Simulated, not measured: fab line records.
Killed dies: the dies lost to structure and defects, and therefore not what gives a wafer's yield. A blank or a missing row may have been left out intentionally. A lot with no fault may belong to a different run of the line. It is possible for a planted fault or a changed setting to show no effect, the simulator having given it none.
Which tool is to blame? | flow nand-harc | 36 wafers from 12 lots sampled at 6 of the route's 1302 steps

## WHAT THE GAUGES READ, wafer by wafer
NHARC_A_ONON_D1_INSPECT_32. Usual: 71 for raw-defect-count, sd 23.
lot  | measured     | on                | raw-defect-count | flag
L772 | day 8 06:49  | defect-inspect-01 | 38 93 68         |
L774 | day 9 01:45  | defect-inspect-02 | 78 89 55         |
L773 | day 9 01:47  | defect-inspect-01 | 82 66 81         |
L775 | day 9 10:30  | defect-inspect-02 | 29 59 46         |
L777 | day 10 08:41 | defect-inspect-01 | 64 47 75         |
L778 | day 10 18:15 | defect-inspect-01 | 50 50 96         |
L779 | day 11 08:15 | defect-inspect-02 | 54 69 72         |
L780 | day 11 08:07 | defect-inspect-01 | 59 103 69        |
L784 | day 13 00:26 | defect-inspect-01 | 76 21 40         |
L785 | day 14 00:43 | defect-inspect-01 | 78 45 86         |
L792 | day 16 13:10 | defect-inspect-01 | 480 468 405      | OFF
L795 | day 17 17:10 | defect-inspect-02 | 445 467 466      | OFF

NHARC_END_SORT_01. Usual: killed-at-array 58, standard deviation 15; killed-at-other 0.8, standard deviation 1.2; killed-at-periphery 3.5, standard deviation 2.5; killed-dies 62, standard deviation 15; killed-open 3.2, standard deviation 1.7; killed-short 2.4, standard deviation 1.5.
lot  | measured     | on        | killed-at-array | killed-at-other | killed-at-periphery | killed-dies | killed-open | killed-short | flag
L792 | day 32 19:12 | prober-01 | 98 86 108       | 2 0 2           | 3 3 1               | 103 89 111  | 4 2 2       | 3 3 0        |
L795 | day 33 20:29 | prober-01 | 63 79 103       | 4 3 1           | 1 2 2               | 68 84 106   | 2 3 2       | 5 3 4        |

## EACH LOT AND THE TOOL THAT RAN IT (in order: tool; ch and the chambers of the sampled wafers; start)
lot  | NHARC_A_ZERO_WELL_ETCH_13        | NHARC_A_ONON_D1_DEP_33          | NHARC_A_CHANNEL_HOLE_D1_DEP_00 | NHARC_A_CHANNEL_HOLE_D1_ETCH_38
L772 | rie-si-04 ch 1,2, day 6 20:30    | pecvd-01 ch 0,2, day 8 06:25    | acl-dep-02 ch 0, day 8 07:32   | rie-diel-12 ch 2,3, day 8 09:49
L774 | rie-si-04 ch 0,1, day 7 10:45    | pecvd-01 ch 0,1, day 9 01:16    | acl-dep-02 ch 0, day 9 02:52   | rie-diel-02 ch 0,2,3, day 9 05:26
L773 | rie-si-05 ch 1,2, day 7 11:25    | pecvd-04 ch 0,2, day 9 01:23    | acl-dep-03 ch 0, day 9 03:27   | rie-diel-12 ch 1,2,3, day 9 06:30
L775 | rie-si-06 ch 1,2, day 7 22:22    | pecvd-01 ch 0,1, day 9 10:03    | acl-dep-02 ch 0, day 9 14:23   | rie-diel-02 ch 0,2,3, day 9 17:01
L777 | rie-si-04 ch 0,1,3, day 8 22:11  | pecvd-04 ch 0,2, day 10 08:13   | acl-dep-01 ch 0, day 10 11:11  | rie-diel-02 ch 0,2,3, day 10 14:07
L778 | rie-si-04 ch 0,2,3, day 9 05:35  | pecvd-04 ch 0,1,2, day 10 17:45 | acl-dep-01 ch 0, day 10 19:53  | rie-diel-12 ch 0,1,2, day 10 23:07
L779 | rie-si-06 ch 0,1,2, day 9 21:03  | pecvd-02 ch 0,1, day 11 07:46   | acl-dep-01 ch 0, day 11 09:59  | rie-diel-02 ch 0,3, day 11 12:49
L780 | rie-si-04 ch 0,2,3, day 9 22:09  | pecvd-04 ch 1,2, day 11 07:40   | acl-dep-03 ch 0, day 11 08:43  | rie-diel-02 ch 0,1, day 11 11:21
L784 | rie-si-04 ch 2,3, day 11 13:32   | pecvd-02 ch 1,2, day 12 23:58   | acl-dep-02 ch 0, day 13 00:50  | rie-diel-02 ch 0,1,2, day 13 03:47
L785 | rie-si-05 ch 0,1,2, day 12 02:49 | pecvd-02 ch 0,1,2, day 14 00:13 | acl-dep-01 ch 0, day 14 02:33  | rie-diel-02 ch 0,1,3, day 14 05:20
L792 | rie-si-06 ch 1,2,3, day 15 02:53 | pecvd-02 ch 0,1,2, day 16 12:41 | acl-dep-02 ch 0, day 16 13:52  | rie-diel-12 ch 1,2,3, day 16 16:04
L795 | rie-si-04 ch 0,1,3, day 16 06:47 | pecvd-02 ch 1,2, day 17 16:42   | acl-dep-01 ch 0, day 17 17:52  | rie-diel-02 ch 0,1,2, day 17 20:09
- NHARC_A_ZERO_WELL_ETCH_13: etches the open film in HBr/Cl2, target depth 120 nm, time 40.1 s.
- NHARC_A_ONON_D1_DEP_33: deposits SiO2, target thk 200 nm.
- NHARC_A_CHANNEL_HOLE_D1_DEP_00: deposits aC, target thk 3100 nm.
- NHARC_A_CHANNEL_HOLE_D1_ETCH_38: etches the open film in CF4, target depth 39 nm, time 65 s.

## WHAT THE TOOLS THEMSELVES READ (means of the sampled wafers that have a number; where no wafer has one, the mark that the record gives instead)
NHARC_A_ZERO_WELL_ETCH_13. Usual: drypump-motor-current-A 5.9 A, standard deviation 0.59; oes-product-au 1.002 a.u., standard deviation 0.0074; throttle-valve-pct 26.406 %, standard deviation 0.0089.
lot  | tool      | drypump-motor-current-A (A) | oes-product-au (a.u.) | throttle-valve-pct (%) | flag
L772 | rie-si-04 | 6.2                         | 0.998                 | 26.403                 |
L774 | rie-si-04 | 5.6                         | 1.000                 | 26.407                 |
L773 | rie-si-05 | 5.8                         | 0.996                 | 26.404                 |
L775 | rie-si-06 | 5.7                         | 1.006                 | 26.406                 |
L777 | rie-si-04 | 5.8                         | 0.999                 | 26.402                 |
L778 | rie-si-04 | 5.9                         | 1.008                 | 26.398                 |
L779 | rie-si-06 | 5.9                         | 1.011                 | 26.406                 |
L780 | rie-si-04 | 5.9                         | 1.012                 | 26.415                 |
L784 | rie-si-04 | 6.5                         | 1.008                 | 26.405                 |
L785 | rie-si-05 | 5.8                         | 0.997                 | 26.418                 |
L792 | rie-si-06 | 5.8                         | 1.009                 | 26.408                 |
L795 | rie-si-04 | 5.8                         | 1.002                 | 26.408                 |

NHARC_A_ONON_D1_DEP_33. Usual: heater-power-w 555 W, standard deviation 87; throttle-valve-pct 16.3 %, standard deviation 0.67.
lot  | tool     | heater-power-w (W) | throttle-valve-pct (%) | flag
L772 | pecvd-01 | 487                | 15.7                   |
L774 | pecvd-01 | 525                | 15.7                   |
L773 | pecvd-04 | 537                | 16.7                   |
L775 | pecvd-01 | 555                | 15.5                   |
L777 | pecvd-04 | 557                | 17.0                   |
L778 | pecvd-04 | 580                | 16.4                   |
L779 | pecvd-02 | 648                | 16.6                   |
L780 | pecvd-04 | 529                | 16.4                   |
L784 | pecvd-02 | 509                | 16.1                   |
L785 | pecvd-02 | 616                | 16.4                   |
L792 | pecvd-02 | 581                | 16.6                   |
L795 | pecvd-02 | 509                | 16.3                   |

NHARC_A_CHANNEL_HOLE_D1_DEP_00. Usual: 34.999 % for throttle-valve-pct, sd 0.0099.
lot  | tool       | throttle-valve-pct (%) | flag
L772 | acl-dep-02 | 35.009                 |
L774 | acl-dep-02 | 35.003                 |
L773 | acl-dep-03 | 34.995                 |
L775 | acl-dep-02 | 34.988                 |
L777 | acl-dep-01 | 35.003                 |
L778 | acl-dep-01 | 34.991                 |
L779 | acl-dep-01 | 35.010                 |
L780 | acl-dep-03 | 35.000                 |
L784 | acl-dep-02 | 35.004                 |
L785 | acl-dep-01 | 34.999                 |
L792 | acl-dep-02 | 34.993                 |
L795 | acl-dep-01 | 34.989                 |

NHARC_A_CHANNEL_HOLE_D1_ETCH_38. Usual: drypump-motor-current-A 5.7 A, standard deviation 0.31; oes-product-au 1.001 a.u., standard deviation 0.0082; rf-vpp-V 151.4 V, standard deviation 1; showerhead-plenum-p-Torr 1.77 Torr, standard deviation 0.052; throttle-valve-pct 13.284 %, standard deviation 0.0096.
lot  | tool        | drypump-motor-current-A (A) | oes-product-au (a.u.) | rf-vpp-V (V) | showerhead-plenum-p-Torr (Torr) | throttle-valve-pct (%) | flag
L772 | rie-diel-12 | 5.6                         | 0.997                 | 151.9        | 1.81                            | 13.281                 |
L774 | rie-diel-02 | 5.8                         | 1.004                 | 151.7        | 1.79                            | 13.277                 |
L773 | rie-diel-12 | 5.7                         | 0.994                 | 151.7        | 1.80                            | 13.279                 |
L775 | rie-diel-02 | 5.8                         | 1.006                 | 150.9        | 1.79                            | 13.288                 |
L777 | rie-diel-02 | 5.8                         | 1.000                 | 152.2        | 1.79                            | 13.287                 |
L778 | rie-diel-12 | 5.3                         | 0.995                 | 152.3        | 1.80                            | 13.301                 |
L779 | rie-diel-02 | 5.7                         | 1.003                 | 151.4        | 1.80                            | 13.290                 |
L780 | rie-diel-02 | 5.6                         | 1.000                 | 151.5        | 1.75                            | 13.286                 |
L784 | rie-diel-02 | 5.8                         | 1.007                 | 151.1        | 1.75                            | 13.278                 |
L785 | rie-diel-02 | 5.7                         | 1.009                 | 150.9        | 1.76                            | 13.280                 |
L792 | rie-diel-12 | 5.7                         | 0.988                 | 150.4        | 1.78                            | 13.280                 |
L795 | rie-diel-02 | 5.7                         | 0.998                 | 151.1        | 1.75                            | 13.281                 |

## THE ANSWER, worked out from the rows above alone
Rule: lot off if the mean of its wafers having a number is beyond 3 standard deviations from the usual mean. A lot without any number at a reading at which 4 lots or more have one is off too. Where the step has rows for the other lots, those lots are counted as sound. The gauges are gone through in route order, then the tools' own readings, and for those a lot's mean is taken as printed above. At the first step where some lot is off, the reading lying furthest off is the one used; lots without a number count as furthest.
Off, at NHARC_A_ONON_D1_INSPECT_32 on raw-defect-count: L792, L795.
A tool fits if, at a process step before that reading, it ran every lot that is off, and no sound lot after the first of them. The gauges at NHARC_A_ONON_D1_INSPECT_32 are tried like those tools. One fits: NHARC_A_ONON_D1_DEP_33 on pecvd-02. A fault onset in the window from L785 (day 14 00:13, its last sound lot) to L792 (day 16 12:41, its first lot off) fits.

## WHAT WAS PUT IN BY THE SIMULATOR
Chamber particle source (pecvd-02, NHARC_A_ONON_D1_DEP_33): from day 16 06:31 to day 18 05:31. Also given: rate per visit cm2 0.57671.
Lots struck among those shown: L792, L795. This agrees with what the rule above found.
